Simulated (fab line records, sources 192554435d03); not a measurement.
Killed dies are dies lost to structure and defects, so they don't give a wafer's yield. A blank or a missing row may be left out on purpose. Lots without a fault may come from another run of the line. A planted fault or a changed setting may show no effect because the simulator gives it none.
Chamber matching | flow n5_finfet | N5_GATE_CUT_DESCUM_18 on rie_diel-03: 4 sister chambers
The step chemistry O2, time 7 s. 14 wafers are shown with their chamber, then 7 later ones without.

WAFERS WITH THEIR CHAMBER
wafer  | chamber | drypump_motor_current_A (A) | showerhead_plenum_p_Torr (Torr) | throttle_valve_pct (%)
L077.2 | 2       | 5.4                         | 2.22                            | 20.70
L077.5 | 0       | 5.2                         | 1.99                            | 20.65
L077.6 | 3       | 4.7                         | 2.04                            | 20.56
L079.2 | 2       | 5.4                         | 2.22                            | 20.72
L079.4 | 0       | 5.2                         | 1.99                            | 20.67
L079.5 | 3       | 4.7                         | 2.04                            | 20.56
L080.3 | 0       | 5.2                         | 1.99                            | 20.65
L080.5 | 3       | 4.7                         | 2.04                            | 20.56
L080.6 | 0       | 5.2                         | 1.98                            | 20.67
L088.2 | 0       | 5.2                         | 1.98                            | 20.69
L088.3 | 1       | 5.9                         | 2.13                            | 20.34
L088.5 | 2       | 5.4                         | 2.21                            | 20.74
L089.1 | 0       | 5.2                         | 1.98                            | 20.68
L089.2 | 3       | 4.8                         | 2.04                            | 20.60

SIGNATURES (means of the wafers above)
reading                  | chamber 0 | chamber 1 | chamber 2 | chamber 3 | scatter within a chamber
drypump_motor_current_A  | 5.200     | 5.900     | 5.400     | 4.725     | 0.0274
showerhead_plenum_p_Torr | 1.9850    | 2.1300    | 2.2167    | 2.0400    | 0.00465
throttle_valve_pct       | 20.6683   | 20.3400   | 20.7200   | 20.5700   | 0.0181
Rule: a wafer's distance from a chamber is the root of the sum, over the readings, of the square of ((its reading less the chamber's mean) divided by the reading's scatter). The wafer belongs to the nearest chamber; if the next one is less than 2 further off, it can't be placed. The scatter: the root of (the sum of the squares of (reading less its chamber's mean) over the shown wafers, divided by (wafers less chambers)).

WAFERS WITHOUT THEIR CHAMBER
wafer  | drypump_motor_current_A (A) | showerhead_plenum_p_Torr (Torr) | throttle_valve_pct (%)
L089.5 | 5.9                         | 2.13                            | 20.36
L092.2 | 4.7                         | 2.03                            | 20.60
L092.3 | 5.9                         | 2.13                            | 20.34
L092.5 | 5.2                         | 1.98                            | 20.70
L097.1 | 5.4                         | 2.21                            | 20.76
L097.2 | 4.7                         | 2.03                            | 20.62
L097.3 | 5.9                         | 2.13                            | 20.37

WHICH CHAMBER EACH WENT THROUGH
wafer  | from the rows above | in truth
L089.5 | 1                   | 1
L092.2 | 3                   | 3
L092.3 | 1                   | 1
L092.5 | 0                   | 0
L097.1 | 2                   | 2
L097.2 | 3                   | 3
L097.3 | 1                   | 1
Placed correctly: 7 of 7. Can't be placed from these rows: 0. Placed wrongly: 0.
